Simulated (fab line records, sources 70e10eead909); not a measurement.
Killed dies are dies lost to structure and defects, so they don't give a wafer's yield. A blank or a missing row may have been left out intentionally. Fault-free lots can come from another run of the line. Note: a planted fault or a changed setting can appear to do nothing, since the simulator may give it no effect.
Chamber matching -- flow nand harc -- pecvd-03 running NHARC_P_M1_PRE_CLEAN_32: 3 sister chambers
The step time 12 s. 3 wafers are shown with their chamber, then 7 later ones without.

== EACH WAFER AND ITS CHAMBER ==
wafer,chamber,heater power w (W)
L078.4,1,732
L090.2,2,460
L090.5,0,547

== WAFERS WITHOUT THEIR CHAMBER ==
wafer,heater power w (W)
L090.6,689
L096.1,614
L096.3,529
L096.4,574
L097.1,717
L097.2,481
L097.5,485

== EACH ONE'S CHAMBER ==
wafer,from the rows above,in truth
L090.6,1,1
L096.1,can't be placed: 0 or 1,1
L096.3,can't be placed: 0 or 2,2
L096.4,0,0
L097.1,1,1
L097.2,can't be placed: 2 or 0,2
L097.5,can't be placed: 2 or 0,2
Placed correctly: 3 of 7. Unplaceable from these rows: 4, with the true chamber sitting among the candidates in 4. Number placed wrongly: 0.
How it was worked out, from the rows above alone: a wafer's distance from a chamber is the root of the sum, over the readings, of the square of ((its reading less the chamber's mean) divided by the reading's scatter). The wafer belongs to the nearest chamber; if the next one is less than 2 further off, it can't be placed. Each chamber's mean is taken over the wafers shown for it. The scatter: root of mean squared gap, hidden wafer to nearest shown wafer, with one shown wafer a chamber.
